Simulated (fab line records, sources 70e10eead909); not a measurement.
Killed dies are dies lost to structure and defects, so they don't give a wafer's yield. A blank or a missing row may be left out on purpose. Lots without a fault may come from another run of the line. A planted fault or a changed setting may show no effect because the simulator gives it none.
Which tool did it? | flow nand_harc | 24 lots, 72 wafers sampled, at 3 steps of a route of 1159

WHAT THE GAUGES READ, wafer by wafer
NHARC_A_CONTACT_CD_MEAS_08: target cd 100 nm. Usual: cd_nm 100.0 nm, standard deviation 0.46.
lot  | measured     | on        | cd_nm (nm)        | flag
L075 | day 17 05:36 | cd_sem-02 | 99.5 99.4 100.5   |
L076 | day 17 07:04 | cd_sem-01 | 100.3 101.0 99.9  |
L074 | day 17 11:44 | cd_sem-03 | 100.3 100.9 100.6 |
L077 | day 17 15:16 | cd_sem-02 | 99.9 100.1 99.7   |
L078 | day 17 15:00 | cd_sem-03 | 100.2 100.0 99.1  |
L079 | day 17 20:56 | cd_sem-03 | 100.0 99.9 100.1  |
L081 | day 18 21:32 | cd_sem-03 | 99.2 98.8 99.3    |
L080 | day 19 00:41 | cd_sem-01 | 100.5 99.7 100.3  |
L083 | day 19 10:55 | cd_sem-02 | 100.8 100.2 100.0 |
L082 | day 19 13:23 | cd_sem-02 | 99.5 99.6 99.5    |
L084 | day 20 18:47 | cd_sem-01 | 100.0 100.2 100.8 |
L087 | day 20 19:38 | cd_sem-03 | 100.1 100.1 100.0 |
L088 | day 21 00:09 | cd_sem-02 | 99.5 99.2 99.8    |
L086 | day 21 09:02 | cd_sem-03 | 99.8 99.8 99.5    |
L091 | day 21 12:01 | cd_sem-01 | 100.0 100.5 100.0 |
L085 | day 21 13:47 | cd_sem-03 | 100.3 99.4 100.5  |
L089 | day 21 16:38 | cd_sem-03 | 99.8 99.9 100.2   |
L090 | day 21 18:35 | cd_sem-01 | 100.0 99.9 100.0  |
L093 | day 21 23:07 | cd_sem-01 | 100.5 100.3 99.9  |
L092 | day 22 00:01 | cd_sem-01 | 99.4 99.5 100.0   |
L094 | day 22 06:21 | cd_sem-03 | 100.9 100.3 100.4 |
L095 | day 22 11:44 | cd_sem-01 | 99.4 99.8 99.7    |
L097 | day 22 12:07 | cd_sem-02 | 99.6 100.0 99.8   |
L096 | day 22 15:47 | cd_sem-01 | 100.5 99.5 100.1  |

NHARC_A_CONTACT_INSPECT_10. Usual: raw_defect_count 29, standard deviation 12.
lot  | measured     | on                | raw_defect_count | flag
L075 | day 17 05:43 | defect_inspect-01 | 22 17 19         |
L076 | day 17 07:11 | defect_inspect-02 | 20 24 12         |
L074 | day 17 11:52 | defect_inspect-02 | 19 19 13         |
L077 | day 17 15:23 | defect_inspect-02 | 35 34 37         |
L078 | day 17 15:07 | defect_inspect-02 | 22 23 23         |
L079 | day 17 21:04 | defect_inspect-02 | 39 47 45         |
L081 | day 18 21:40 | defect_inspect-01 | 27 36 38         |
L080 | day 19 00:49 | defect_inspect-01 | 31 22 25         |
L083 | day 19 11:02 | defect_inspect-02 | 38 46 54         |
L082 | day 19 13:31 | defect_inspect-02 | 31 31 30         |
L084 | day 20 18:55 | defect_inspect-02 | 3 14 10          |
L087 | day 20 19:45 | defect_inspect-01 | 14 12 8          |
L088 | day 21 00:16 | defect_inspect-01 | 22 35 38         |
L086 | day 21 09:10 | defect_inspect-01 | 51 43 48         |
L091 | day 21 12:08 | defect_inspect-01 | 31 60 39         |
L085 | day 21 13:55 | defect_inspect-01 | 41 32 34         |
L089 | day 21 16:46 | defect_inspect-02 | 21 16 19         |
L090 | day 21 18:44 | defect_inspect-01 | 33 36 23         |
L093 | day 21 23:14 | defect_inspect-02 | 26 35 30         |
L092 | day 22 00:08 | defect_inspect-01 | 35 35 29         |
L094 | day 22 06:28 | defect_inspect-01 | 30 31 28         |
L095 | day 22 11:52 | defect_inspect-01 | 15 18 14         |
L097 | day 22 12:14 | defect_inspect-01 | 25 38 26         |
L096 | day 22 15:54 | defect_inspect-02 | 38 43 43         |

WHICH TOOL RAN EACH LOT (tool, then ch and the chambers of the sampled wafers, then the start)
lot  | NHARC_A_CONTACT_DEP_84
L075 | acl_dep-03 ch 0, day 17 03:37
L076 | acl_dep-01 ch 0, day 17 05:17
L074 | acl_dep-01 ch 0, day 17 09:53
L077 | acl_dep-01 ch 0, day 17 13:17
L078 | acl_dep-02 ch 0, day 17 13:45
L079 | acl_dep-02 ch 0, day 17 18:56
L081 | acl_dep-01 ch 0, day 18 19:40
L080 | acl_dep-02 ch 0, day 18 22:50
L083 | acl_dep-03 ch 0, day 19 09:22
L082 | acl_dep-03 ch 0, day 19 11:46
L084 | acl_dep-03 ch 0, day 20 16:56
L087 | acl_dep-02 ch 0, day 20 18:11
L088 | acl_dep-03 ch 0, day 20 22:17
L086 | acl_dep-03 ch 0, day 21 07:01
L091 | acl_dep-03 ch 0, day 21 10:10
L085 | acl_dep-02 ch 0, day 21 12:00
L089 | acl_dep-01 ch 0, day 21 14:38
L090 | acl_dep-02 ch 0, day 21 16:44
L093 | acl_dep-01 ch 0, day 21 21:14
L092 | acl_dep-02 ch 0, day 21 22:14
L094 | acl_dep-01 ch 0, day 22 04:23
L095 | acl_dep-02 ch 0, day 22 09:45
L097 | acl_dep-03 ch 0, day 22 10:38
L096 | acl_dep-02 ch 0, day 22 14:05
- NHARC_A_CONTACT_DEP_84: deposits aC, target thk 2000 nm.

WHAT THE TOOLS THEMSELVES READ (means of the sampled wafers that have a number; where no wafer has one, the mark that the record gives instead)
NHARC_A_CONTACT_DEP_84. Usual: throttle_valve_pct 34.999 %, standard deviation 0.009.
lot  | tool       | throttle_valve_pct (%) | flag
L075 | acl_dep-03 | 34.998                 |
L076 | acl_dep-01 | 35.000                 |
L074 | acl_dep-01 | 35.005                 |
L077 | acl_dep-01 | 34.992                 |
L078 | acl_dep-02 | 34.998                 |
L079 | acl_dep-02 | 34.992                 |
L081 | acl_dep-01 | 35.001                 |
L080 | acl_dep-02 | 34.999                 |
L083 | acl_dep-03 | 34.991                 |
L082 | acl_dep-03 | 35.001                 |
L084 | acl_dep-03 | 35.003                 |
L087 | acl_dep-02 | 35.005                 |
L088 | acl_dep-03 | 34.994                 |
L086 | acl_dep-03 | 35.002                 |
L091 | acl_dep-03 | 34.998                 |
L085 | acl_dep-02 | 35.008                 |
L089 | acl_dep-01 | 34.999                 |
L090 | acl_dep-02 | 35.006                 |
L093 | acl_dep-01 | 34.995                 |
L092 | acl_dep-02 | 34.997                 |
L094 | acl_dep-01 | 34.999                 |
L095 | acl_dep-02 | 35.002                 |
L097 | acl_dep-03 | 35.006                 |
L096 | acl_dep-02 | 34.996                 |

THE ANSWER, worked out from the rows above alone
Rule: a lot is off if the mean of its wafers that have a number lies more than 3 standard deviations from the usual mean. A lot without any number at a reading at which 4 lots or more have one is off too. The other lots that the step has rows for count as sound. The gauges are gone through in route order, then the tools' own readings, and for those a lot's mean is taken as printed above. The first step at which some lot is off is used, and at that step the reading that is off furthest; a lot without a number counts as furthest.
No lot is off at any reading shown: from this, nothing can be told.

WHAT THE SIMULATOR HAD PUT IN
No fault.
